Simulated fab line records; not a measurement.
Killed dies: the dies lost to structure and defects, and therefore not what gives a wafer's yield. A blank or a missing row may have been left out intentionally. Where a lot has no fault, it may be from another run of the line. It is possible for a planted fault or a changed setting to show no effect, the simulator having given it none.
fab line records || flow n5_finfet
[record] {"lots": 5, "wafers": 15, "last_day": 20}
route steps=1938 shown BEOL_M0@741 BEOL_M1@751 BEOL_M4@1111
lots that met no fault: taken from a fault-free run of the same line
start_h: hours from the record's first day to the start of the lot's first wafer shown || wait_h: hours since the lot's step before || " unchanged from the row above || L1.1+2: one row covering several wafers at once || - either no value or no given start || * or withheld: withheld || < > ~ a bound
route shown NAME@n: names a module that has steps shown in the file, with the first one's number in the route || usual: average and standard deviation across the fault-free wafers || same: alike in all rows || chamber/n: place in a boat || sites: per-site readings || _std_site: their standard deviation || _edge_site: mean of outer sites minus mean of inner sites || radius_mm: how far each site lies from the wafer's centre || mask NAME#n: copy n || behind: the last tool/chamber to shape the wafer || hold: cause of the lot's hold/its duration in hours/its outcome || device: whichever transistor did not switch (one of n, p or np) || end of line: tests run on the same wafers once the route is complete || where a step has no rows: the recipe by itself || killed: count of dies lost to structure and defects at first sort (not the wafer's yield) || map: shows each die of a wafer: x if killed, . if not, _ if none is there
set.NAME: the setting as run; set.NAME@STEP: as run at that earlier step || model.NAME: the simulator's own value behind a step, which no gauge read
lots at some steps of the route; a table a step, a row a wafer
services: a tool's chamber out of use, with start hour (start_h, from the record's first day; less than 0 if before it), hours out, and reason
[[steps]]
[step N5_BEOL_M0_ECD_118]
[recipe] {"material": "Cu", "target_thk_a": 3000}
[step N5_BEOL_M0_ANNEAL_119]
[recipe] {"temp_c": 225, "time_s": 90, "ambient": "N2"}
[step N5_BEOL_M0_CMP_120]
[recipe] {"stop_on": "SiOC", "t_overpolish_s": 6.9, "down_force_psi": 1, "platen_rpm": 50, "clearing_platen_down_force_psi": 1.5, "clearing_platen_rpm": 50, "post_cmp_clean": "cu_alkaline", "clearing_platen_pad_velocity_m_s": 0.99484, "pad_velocity_m_s": 0.99484}
[step N5_BEOL_M0_PRE_CLEAN_131]
[recipe] {"gas": "NH3/H2", "time_s": 15, "temp_c": "*", "rf_power_w": 300}
[step N5_BEOL_M0_CO_CAP_123]
[recipe] {"material": "Co", "target_thk_a": 20, "temp_c": 200, "precursor": "CCTBA/H2", "pressure_torr": 30, "time_s": 102.1}
[step N5_BEOL_M0_PRE_CLEAN_124]
[recipe] {"gas": "NH3", "time_s": 15, "temp_c": "withheld", "rf_power_w": 300}
[step N5_BEOL_M0_DEP_125]
[recipe] {"material": "SiCN", "target_thk_a": 80, "temp_c": "withheld", "precursor": "3MS/NH3", "pressure_torr": 3, "rf_w": 202, "time_s": 14}
[step N5_BEOL_M1_ILD_DEP_00]
[recipe] {"material": "SiOC", "target_thk_a": 790, "temp_c": 350, "precursor": "DEMS/O2", "pressure_torr": 5, "rf_w": 500, "time_s": 15.3}
[step N5_BEOL_M1_PECVD_72]
[recipe] {"material": "SiO2", "target_thk_a": 160, "temp_c": 400, "precursor": "TEOS/O2", "pressure_torr": 5.5, "rf_w": 450, "teos_flow_sccm": 53.8, "gas": "O2", "flow_sccm": 3000, "time_s": 18}
[usual] {"heater_power_w": "811/140", "showerhead_plenum_p_Torr": "8.80/0.057", "showerhead_vpp_V": "1273/54", "susceptor_temp_C": "399.96/0.22", "throttle_valve_pct": "22.7/1.5"}
[same] {"time_s": 18}
{"lot.wafer": "L311.2", "tool": "pecvd-03", "chamber": 1, "start_h": 141.92, "wait_h": 0.0, "heater_power_w": 754, "showerhead_plenum_p_Torr": 8.87, "showerhead_vpp_V": 1313, "susceptor_temp_C": 400.18, "throttle_valve_pct": 21.6, "model.SiO2_of_BEOL_M1_PECVD_72.thk_nm": 15.6}
{"lot.wafer": "L311.4", "tool": "pecvd-03", "chamber": 2, "start_h": 141.92, "wait_h": 0.0, "heater_power_w": 1059, "showerhead_plenum_p_Torr": 8.70, "showerhead_vpp_V": 1306, "susceptor_temp_C": 399.85, "throttle_valve_pct": 21.8, "model.SiO2_of_BEOL_M1_PECVD_72.thk_nm": 15.8}
{"lot.wafer": "L311.5", "tool": "pecvd-03", "chamber": 1, "start_h": 141.92, "wait_h": 0.0, "heater_power_w": 747, "showerhead_plenum_p_Torr": 8.84, "showerhead_vpp_V": 1294, "susceptor_temp_C": 400.23, "throttle_valve_pct": 21.5, "model.SiO2_of_BEOL_M1_PECVD_72.thk_nm": 16}
{"lot.wafer": "L313.2", "tool": "pecvd-03", "chamber": 2, "start_h": 169.43, "wait_h": 0.0, "heater_power_w": 952, "showerhead_plenum_p_Torr": 8.73, "showerhead_vpp_V": 1321, "susceptor_temp_C": 392.21, "throttle_valve_pct": 21.9, "model.SiO2_of_BEOL_M1_PECVD_72.thk_nm": 17}
{"lot.wafer": "L313.4", "tool": "pecvd-03", "chamber": 1, "start_h": 169.43, "wait_h": 0.0, "heater_power_w": 799, "showerhead_plenum_p_Torr": 8.84, "showerhead_vpp_V": 1337, "susceptor_temp_C": 399.55, "throttle_valve_pct": 21.2, "model.SiO2_of_BEOL_M1_PECVD_72.thk_nm": 16}
{"lot.wafer": "L313.5", "tool": "pecvd-03", "chamber": 0, "start_h": 169.43, "wait_h": 0.0, "heater_power_w": 795, "showerhead_plenum_p_Torr": 8.87, "showerhead_vpp_V": 1276, "susceptor_temp_C": 400.20, "throttle_valve_pct": 25.9, "model.SiO2_of_BEOL_M1_PECVD_72.thk_nm": 16.2}
{"lot.wafer": "L317.2", "tool": "pecvd-03", "chamber": 2, "start_h": 179.07, "wait_h": 0.0, "heater_power_w": 1039, "showerhead_plenum_p_Torr": 8.72, "showerhead_vpp_V": 1275, "susceptor_temp_C": 391.92, "throttle_valve_pct": 21.7, "model.SiO2_of_BEOL_M1_PECVD_72.thk_nm": 16.8}
{"lot.wafer": "L317.3", "tool": "pecvd-03", "chamber": 0, "start_h": 179.07, "wait_h": 0.0, "heater_power_w": 931, "showerhead_plenum_p_Torr": 8.87, "showerhead_vpp_V": 1273, "susceptor_temp_C": 399.77, "throttle_valve_pct": 25.6, "model.SiO2_of_BEOL_M1_PECVD_72.thk_nm": 16}
{"lot.wafer": "L317.5", "tool": "pecvd-03", "chamber": 0, "start_h": 179.07, "wait_h": 0.0, "heater_power_w": 911, "showerhead_plenum_p_Torr": 8.87, "showerhead_vpp_V": 1276, "susceptor_temp_C": 400.13, "throttle_valve_pct": 25.7, "model.SiO2_of_BEOL_M1_PECVD_72.thk_nm": 16.2}
{"lot.wafer": "L318.3", "tool": "pecvd-03", "chamber": 2, "start_h": 186.04, "wait_h": 0.0, "heater_power_w": 993, "showerhead_plenum_p_Torr": 8.73, "showerhead_vpp_V": 1313, "susceptor_temp_C": 392.26, "throttle_valve_pct": 22.0, "model.SiO2_of_BEOL_M1_PECVD_72.thk_nm": 16.4}
{"lot.wafer": "L318.5", "tool": "pecvd-03", "chamber": 1, "start_h": 186.04, "wait_h": 0.0, "heater_power_w": 677, "showerhead_plenum_p_Torr": 8.85, "showerhead_vpp_V": 1301, "susceptor_temp_C": 399.85, "throttle_valve_pct": 21.1, "model.SiO2_of_BEOL_M1_PECVD_72.thk_nm": 16}
{"lot.wafer": "L318.6", "tool": "pecvd-03", "chamber": 2, "start_h": 186.04, "wait_h": 0.0, "heater_power_w": 998, "showerhead_plenum_p_Torr": 8.71, "showerhead_vpp_V": 1289, "susceptor_temp_C": 392.60, "throttle_valve_pct": 21.9, "model.SiO2_of_BEOL_M1_PECVD_72.thk_nm": 17}
{"lot.wafer": "L323.2", "tool": "pecvd-02", "chamber": 0, "start_h": 216.74, "wait_h": 0.0, "heater_power_w": 978, "showerhead_plenum_p_Torr": 8.86, "showerhead_vpp_V": 1335, "susceptor_temp_C": 399.97, "throttle_valve_pct": 22.5, "model.SiO2_of_BEOL_M1_PECVD_72.thk_nm": 15.4}
{"lot.wafer": "L323.4", "tool": "pecvd-02", "chamber": 0, "start_h": 216.74, "wait_h": 0.0, "heater_power_w": 989, "showerhead_plenum_p_Torr": 8.85, "showerhead_vpp_V": 1377, "susceptor_temp_C": 399.71, "throttle_valve_pct": 22.6, "model.SiO2_of_BEOL_M1_PECVD_72.thk_nm": 15.8}
{"lot.wafer": "L323.6", "tool": "pecvd-02", "chamber": 1, "start_h": 216.74, "wait_h": 0.0, "heater_power_w": 850, "showerhead_plenum_p_Torr": 8.78, "showerhead_vpp_V": 1296, "susceptor_temp_C": 399.95, "throttle_valve_pct": 23.1, "model.SiO2_of_BEOL_M1_PECVD_72.thk_nm": 15.4}
[step N5_BEOL_M1_HM_DEP_02]
[recipe] {"material": "TiN", "target_thk_a": 200, "temp_c": 25, "chamber_pressure_pa": 0.49996}
[step N5_BEOL_M1_COAT_61]
[recipe] {"resist": "SOC", "temp_c": 250, "time_s": 60, "spin_rpm": 1500, "resist_thk_nm": 60}
[step N5_BEOL_M1_COAT_62]
[recipe] {"resist": "SiARC", "temp_c": 220, "time_s": 60, "spin_rpm": 1500, "resist_thk_nm": 12}
[step N5_BEOL_M1_COAT_73]
[recipe] {"resist": "underlayer", "temp_c": 205, "time_s": 60, "spin_rpm": 1500, "resist_thk_nm": 5}
[step N5_BEOL_M1_COAT_05]
[recipe] {"resist": "CAR-EUV", "spin_rpm": 1500, "resist_thk_nm": 30}
[step N5_BEOL_M1_EBR_07]
[recipe] {"solvent": "PGMEA", "ebr_width_mm": 1.5}
[step N5_BEOL_M1_SOFTBAKE_06]
[recipe] {"temp_c": 110, "time_s": 60, "resist": "CAR-EUV"}
[step N5_BEOL_M1_EXPOSE_08]
[recipe] {"mask_id": "M1", "na": 0.33, "source_shape": "dipole", "sigma_inner": 0.369, "sigma_outer": 0.767, "polarization": "unpolarized", "dose_mj": 33}
[step N5_BEOL_M1_PEB_09]
[recipe] {"peb_temp_c": 100, "peb_time_s": 60, "resist": "CAR-EUV"}
[step N5_BEOL_M1_DEVELOP_10]
[recipe] {"develop_time_s": 30, "developer": "TMAH", "resist": "CAR-EUV", "rinse_liquid": "surfactant_rinse", "dry": "air_spin", "dev_temp_c": 23}
[step N5_BEOL_M1_DESCUM_16]
[recipe] {"chemistry": "O2", "time_s": 7, "source_power_w": 50, "bias_power_w": 20, "pressure_mtorr": 20, "rf_frequency_hz": 2.712e+07, "temp_c": 40, "resist": "CAR-EUV", "o2_flow_sccm": 225}
[step N5_BEOL_M1_ETCH_74]
[recipe] {"chemistry": "N2/H2", "target": "underlayer", "target_depth_a": 65, "mask_material": "CAR-EUV", "time_s": 5.2, "ion_energy_ev": 200, "pressure_mtorr": 30, "source_w": 840, "bias_w": 150, "n2_flow_sccm": 200, "h2_flow_sccm": 200, "ends": "cleared"}
[step N5_BEOL_M1_ETCH_63]
[recipe] {"chemistry": "CF4", "target": "SiARC", "target_depth_a": 156, "mask_material": "CAR-EUV", "time_s": 26, "ion_energy_ev": 80, "pressure_mtorr": 40, "source_w": 545, "bias_w": 36, "Ar_flow_sccm": 100, "cf4_flow_sccm": 100, "ends": "cleared"}
[step N5_BEOL_M1_ETCH_64]
[recipe] {"chemistry": "N2/H2", "target": "SOC", "target_depth_a": 750, "overetch_a": 150, "mask_material": "SiARC", "temp_c": 40, "time_s": 112.5, "ion_energy_ev": 200, "pressure_mtorr": 30, "source_w": 840, "bias_w": 150, "n2_flow_sccm": 200, "h2_flow_sccm": 200}
[step N5_BEOL_M1_STRIP_65]
[recipe] {"chemistry": "N2/H2", "temp_c": 40, "n2_flow_sccm": 200, "h2_flow_sccm": 200, "rf_frequency_hz": 6e+07}
[step N5_BEOL_M1_STRIP_75]
[recipe] {"chemistry": "N2/H2", "temp_c": 40, "n2_flow_sccm": 200, "h2_flow_sccm": 200, "rf_frequency_hz": 6e+07}
[step N5_BEOL_M1_STRIP_66]
[recipe] {"chemistry": "CF4", "resist": "SiARC", "power_w": 300, "bias_power_w": 75, "pressure_mtorr": 50, "cf4_flow_sccm": 150, "rf_frequency_hz": 6e+07}
[step N5_BEOL_M1_HM_OPEN_17]
[recipe] {"chemistry": "Cl2/BCl3", "target_depth_a": 200, "overetch_a": 60, "target": "TiN", "mask_material": "SOC", "ion_energy_ev": 150, "pressure_mtorr": 10, "icp_w": 1000, "bias_w": 126, "Cl2_flow_sccm": 53.25, "bcl3_flow_sccm": 21.75, "Ar_flow_sccm": 25}
[step N5_BEOL_M1_STRIP_19]
[recipe] {"chemistry": "O2", "power_w": 400, "temp_c": 40, "pressure_mtorr": 30, "rf_frequency_hz": 6e+07, "bias_power_w": 0, "overash_fraction": 0.2, "o2_flow_sccm": 225}
[step N5_BEOL_M1_COAT_67]
[recipe] {"resist": "SOC", "temp_c": 250, "time_s": 60, "spin_rpm": 1500, "resist_thk_nm": 60}
[step N5_BEOL_M1_COAT_68]
[recipe] {"resist": "SiARC", "temp_c": 220, "time_s": 60, "spin_rpm": 1500, "resist_thk_nm": 12}
[step N5_BEOL_M1_COAT_76]
[recipe] {"resist": "underlayer", "temp_c": 205, "time_s": 60, "spin_rpm": 1500, "resist_thk_nm": 5}
[step N5_BEOL_M1_COAT_22]
[recipe] {"resist": "CAR-EUV", "spin_rpm": 1500, "resist_thk_nm": 30}
[step N5_BEOL_M1_EBR_24]
[recipe] {"solvent": "PGMEA", "ebr_width_mm": 1.5}
[step N5_BEOL_M1_SOFTBAKE_23]
[recipe] {"temp_c": 110, "time_s": 60, "resist": "CAR-EUV"}
[step N5_BEOL_M1_HM_STRIP_39]
[recipe] {"chemistry": "peroxide_tin_strip", "material": "TiN", "target_depth_a": 250, "temp_c": 50, "time_s": 158}
[same] {"time_s": 158}
{"lot.wafer": "L311.2", "tool": "wet_bench-06", "chamber": 2, "start_h": 147.60, "wait_h": 0.0, "model.SiO2_of_BEOL_M1_PECVD_72.thk_nm": 15.4}
{"lot.wafer": "L311.4", "tool": "wet_bench-06", "chamber": 1, "start_h": 147.60, "wait_h": 0.0, "model.SiO2_of_BEOL_M1_PECVD_72.thk_nm": 15.6}
{"lot.wafer": "L311.5", "tool": "wet_bench-06", "chamber": 3, "start_h": 147.60, "wait_h": 0.0, "model.SiO2_of_BEOL_M1_PECVD_72.thk_nm": 16}
{"lot.wafer": "L313.2", "tool": "wet_bench-06", "chamber": 4, "start_h": 183.92, "wait_h": 0.0, "model.SiO2_of_BEOL_M1_PECVD_72.thk_nm": 16.8}
{"lot.wafer": "L313.4+5", "tool": "wet_bench-06", "chamber": "6,2", "start_h": 183.92, "wait_h": 0.0, "model.SiO2_of_BEOL_M1_PECVD_72.thk_nm": 16}
{"lot.wafer": "L317.2", "tool": "wet_bench-03", "chamber": 0, "start_h": 191.64, "wait_h": 0.0, "model.SiO2_of_BEOL_M1_PECVD_72.thk_nm": 16.6}
{"lot.wafer": "L317.3", "tool": "wet_bench-03", "chamber": 7, "start_h": 191.64, "wait_h": 0.0, "model.SiO2_of_BEOL_M1_PECVD_72.thk_nm": 15.8}
{"lot.wafer": "L317.5", "tool": "wet_bench-03", "chamber": 1, "start_h": 191.64, "wait_h": 0.0, "model.SiO2_of_BEOL_M1_PECVD_72.thk_nm": 16}
{"lot.wafer": "L318.3", "tool": "wet_bench-03", "chamber": 6, "start_h": 194.24, "wait_h": 0.0, "model.SiO2_of_BEOL_M1_PECVD_72.thk_nm": 16.2}
{"lot.wafer": "L318.5", "tool": "wet_bench-03", "chamber": 4, "start_h": 194.24, "wait_h": 0.0, "model.SiO2_of_BEOL_M1_PECVD_72.thk_nm": 16}
{"lot.wafer": "L318.6", "tool": "wet_bench-03", "chamber": 3, "start_h": 194.24, "wait_h": 0.0, "model.SiO2_of_BEOL_M1_PECVD_72.thk_nm": 16.8}
{"lot.wafer": "L323.2+6", "tool": "wet_bench-01", "chamber": "2,1", "start_h": 241.84, "wait_h": 0.0, "model.SiO2_of_BEOL_M1_PECVD_72.thk_nm": 15.2}
{"lot.wafer": "L323.4", "tool": "wet_bench-01", "chamber": 5, "start_h": 241.84, "wait_h": 0.0, "model.SiO2_of_BEOL_M1_PECVD_72.thk_nm": 15.6}
[step N5_BEOL_M4_RC_MEAS_101]
[usual] {"DIBL_N": "36.5/2.1", "DIBL_P": "36.6/2.6", "IOFF_N": "0.17/0.044", "IOFF_P": "0.21/0.048", "ION_N": "674/17", "ION_P": "462/9.5", "SS_N": "71.6/0.77", "SS_P": "73.5/0.72", "VT_N": "250/4.2", "VT_P": "-250/3.9"}
{"lot.wafer": "L311.2", "tool": "prober-01", "chamber": 0, "start_h": 222.23, "wait_h": 0.2, "DIBL_N[mV/V]": 38.8, "DIBL_P[mV/V]": 38.2, "IOFF_N[nA/um]": 0.22, "IOFF_P[nA/um]": 0.28, "ION_N[uA/um]": 694, "ION_P[uA/um]": 478, "SS_N[mV/dec]": 71.5, "SS_P[mV/dec]": 73.9, "VT_N[mV]": 248, "VT_P[mV]": -245}
{"lot.wafer": "L311.4", "tool": "prober-01", "chamber": 0, "start_h": 222.23, "wait_h": 0.2, "DIBL_N[mV/V]": 36.1, "DIBL_P[mV/V]": 34.2, "IOFF_N[nA/um]": 0.15, "IOFF_P[nA/um]": 0.22, "ION_N[uA/um]": 664, "ION_P[uA/um]": 464, "SS_N[mV/dec]": 72.0, "SS_P[mV/dec]": 73.1, "VT_N[mV]": 253, "VT_P[mV]": -247}
{"lot.wafer": "L311.5", "tool": "prober-01", "chamber": 0, "start_h": 222.23, "wait_h": 0.2, "DIBL_N[mV/V]": 35.9, "DIBL_P[mV/V]": 34.6, "IOFF_N[nA/um]": 0.16, "IOFF_P[nA/um]": 0.22, "ION_N[uA/um]": 666, "ION_P[uA/um]": 463, "SS_N[mV/dec]": 70.9, "SS_P[mV/dec]": 72.9, "VT_N[mV]": 251, "VT_P[mV]": -248}
{"lot.wafer": "L313.2", "tool": "prober-01", "chamber": 0, "start_h": 261.78, "wait_h": 0.2, "DIBL_N[mV/V]": 37.4, "DIBL_P[mV/V]": 37.6, "IOFF_N[nA/um]": 0.17, "IOFF_P[nA/um]": 0.22, "ION_N[uA/um]": 686, "ION_P[uA/um]": 465, "SS_N[mV/dec]": 71.9, "SS_P[mV/dec]": 73.7, "VT_N[mV]": 252, "VT_P[mV]": -250}
{"lot.wafer": "L313.4", "tool": "prober-01", "chamber": 0, "start_h": 261.78, "wait_h": 0.2, "DIBL_N[mV/V]": 34.7, "DIBL_P[mV/V]": 35.0, "IOFF_N[nA/um]": 0.13, "IOFF_P[nA/um]": 0.18, "ION_N[uA/um]": 672, "ION_P[uA/um]": 464, "SS_N[mV/dec]": 71.1, "SS_P[mV/dec]": 72.8, "VT_N[mV]": 255, "VT_P[mV]": -255}
{"lot.wafer": "L313.5", "tool": "prober-01", "chamber": 0, "start_h": 261.78, "wait_h": 0.2, "DIBL_N[mV/V]": 34.6, "DIBL_P[mV/V]": 34.2, "IOFF_N[nA/um]": 0.12, "IOFF_P[nA/um]": 0.16, "ION_N[uA/um]": 662, "ION_P[uA/um]": 450, "SS_N[mV/dec]": 71.6, "SS_P[mV/dec]": 73.3, "VT_N[mV]": 257, "VT_P[mV]": -254}
{"lot.wafer": "L317.2", "tool": "prober-01", "chamber": 0, "start_h": 270.41, "wait_h": 0.2, "DIBL_N[mV/V]": 37.6, "DIBL_P[mV/V]": 36.7, "IOFF_N[nA/um]": 0.15, "IOFF_P[nA/um]": 0.22, "ION_N[uA/um]": 652, "ION_P[uA/um]": 452, "SS_N[mV/dec]": 72.1, "SS_P[mV/dec]": 74.1, "VT_N[mV]": 254, "VT_P[mV]": -248}
{"lot.wafer": "L317.3", "tool": "prober-01", "chamber": 0, "start_h": 270.41, "wait_h": 0.2, "DIBL_N[mV/V]": 37.2, "DIBL_P[mV/V]": 36.9, "IOFF_N[nA/um]": 0.14, "IOFF_P[nA/um]": 0.21, "ION_N[uA/um]": 651, "ION_P[uA/um]": 453, "SS_N[mV/dec]": 71.4, "SS_P[mV/dec]": 73.9, "VT_N[mV]": 253, "VT_P[mV]": -250}
{"lot.wafer": "L317.5", "tool": "prober-01", "chamber": 0, "start_h": 270.41, "wait_h": 0.2, "DIBL_N[mV/V]": 37.4, "DIBL_P[mV/V]": 37.4, "IOFF_N[nA/um]": 0.15, "IOFF_P[nA/um]": 0.22, "ION_N[uA/um]": 666, "ION_P[uA/um]": 460, "SS_N[mV/dec]": 71.6, "SS_P[mV/dec]": 73.6, "VT_N[mV]": 252, "VT_P[mV]": -247}
{"lot.wafer": "L318.3", "tool": "prober-01", "chamber": 0, "start_h": 276.03, "wait_h": 0.3, "DIBL_N[mV/V]": 38.7, "DIBL_P[mV/V]": 40.4, "IOFF_N[nA/um]": 0.24, "IOFF_P[nA/um]": 0.26, "ION_N[uA/um]": 685, "ION_P[uA/um]": 466, "SS_N[mV/dec]": 71.9, "SS_P[mV/dec]": 74.7, "VT_N[mV]": 247, "VT_P[mV]": -251}
{"lot.wafer": "L318.5", "tool": "prober-01", "chamber": 0, "start_h": 276.03, "wait_h": 0.3, "DIBL_N[mV/V]": 34.3, "DIBL_P[mV/V]": 34.4, "IOFF_N[nA/um]": 0.13, "IOFF_P[nA/um]": 0.17, "ION_N[uA/um]": 661, "ION_P[uA/um]": 453, "SS_N[mV/dec]": 71.3, "SS_P[mV/dec]": 72.4, "VT_N[mV]": 255, "VT_P[mV]": -257}
{"lot.wafer": "L318.6", "tool": "prober-01", "chamber": 0, "start_h": 276.03, "wait_h": 0.3, "DIBL_N[mV/V]": 34.7, "DIBL_P[mV/V]": 35.8, "IOFF_N[nA/um]": 0.15, "IOFF_P[nA/um]": 0.19, "ION_N[uA/um]": 678, "ION_P[uA/um]": 462, "SS_N[mV/dec]": 70.9, "SS_P[mV/dec]": 73.5, "VT_N[mV]": 250, "VT_P[mV]": -255}
{"lot.wafer": "L323.2", "tool": "prober-01", "chamber": 0, "start_h": 320.89, "wait_h": 0.7, "DIBL_N[mV/V]": 32.3, "DIBL_P[mV/V]": 31.4, "IOFF_N[nA/um]": 0.11, "IOFF_P[nA/um]": 0.14, "ION_N[uA/um]": 641, "ION_P[uA/um]": 447, "SS_N[mV/dec]": 70.7, "SS_P[mV/dec]": 72.3, "VT_N[mV]": 256, "VT_P[mV]": -257}
{"lot.wafer": "L323.4", "tool": "prober-01", "chamber": 0, "start_h": 320.89, "wait_h": 0.7, "DIBL_N[mV/V]": 35.9, "DIBL_P[mV/V]": 37.0, "IOFF_N[nA/um]": 0.18, "IOFF_P[nA/um]": 0.23, "ION_N[uA/um]": 688, "ION_P[uA/um]": 467, "SS_N[mV/dec]": 71.8, "SS_P[mV/dec]": 74.4, "VT_N[mV]": 249, "VT_P[mV]": -249}
{"lot.wafer": "L323.6", "tool": "prober-01", "chamber": 0, "start_h": 320.89, "wait_h": 0.7, "DIBL_N[mV/V]": 35.5, "DIBL_P[mV/V]": 35.6, "IOFF_N[nA/um]": 0.15, "IOFF_P[nA/um]": 0.20, "ION_N[uA/um]": 659, "ION_P[uA/um]": 454, "SS_N[mV/dec]": 71.7, "SS_P[mV/dec]": 73.6, "VT_N[mV]": 252, "VT_P[mV]": -254}
[[services]]
{"tool": "pecvd-03", "chamber": 0, "start_h": 133.11, "hours": 3.9, "kind": "repair"}
{"tool": "pecvd-02", "chamber": "-", "start_h": 189.15, "hours": 0.8, "kind": "pm"}
{"tool": "pecvd-02", "chamber": 2, "start_h": 202.38, "hours": "-", "kind": "clean"}
{"tool": "pecvd-02", "chamber": 2, "start_h": 202.38, "hours": "-", "kind": "consumable_replace:showerhead"}
{"tool": "pecvd-02", "chamber": 2, "start_h": 202.38, "hours": 29.0, "kind": "scheduled_down"}
{"tool": "pecvd-02", "chamber": 2, "start_h": 202.38, "hours": 29.0, "kind": "vent_cycle"}
{"tool": "pecvd-02", "chamber": 1, "start_h": 206.22, "hours": 2.9, "kind": "repair"}
{"tool": "pecvd-03", "chamber": 1, "start_h": 226.92, "hours": 4.8, "kind": "repair"}
[[key]]
[first_sign] {"step": "N5_BEOL_M1_PECVD_72", "reading": "susceptor_temp_C", "direction": "down", "sigmas": 35, "usual": "*", "struck": "*"}
effect none on later readings
[model_effect] {"step": "N5_BEOL_M1_PECVD_72", "value": "SiO2_of_BEOL_M1_PECVD_72.thk_nm", "without": 16, "struck": 16.8}
[model_effect] {"step": "N5_BEOL_M1_HM_STRIP_39", "value": "SiO2_of_BEOL_M1_PECVD_72.thk_nm", "without": 15.8, "struck": 16.6}
met_at N5_BEOL_M1_PECVD_72
struck_wafers L313.2,L317.2,L318.3,L318.6
onset_between 141.92 169.43
[fault] {"kind": "process_parameter_drift", "tool": "pecvd-03", "chamber": 2, "onset_h": 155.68, "steps": "N5_BEOL_M1_PECVD_72", "channel": "temp_c", "offset": "*", "shape": "step", "end_h": 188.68, "acts_in": "*", "stated": "*"}
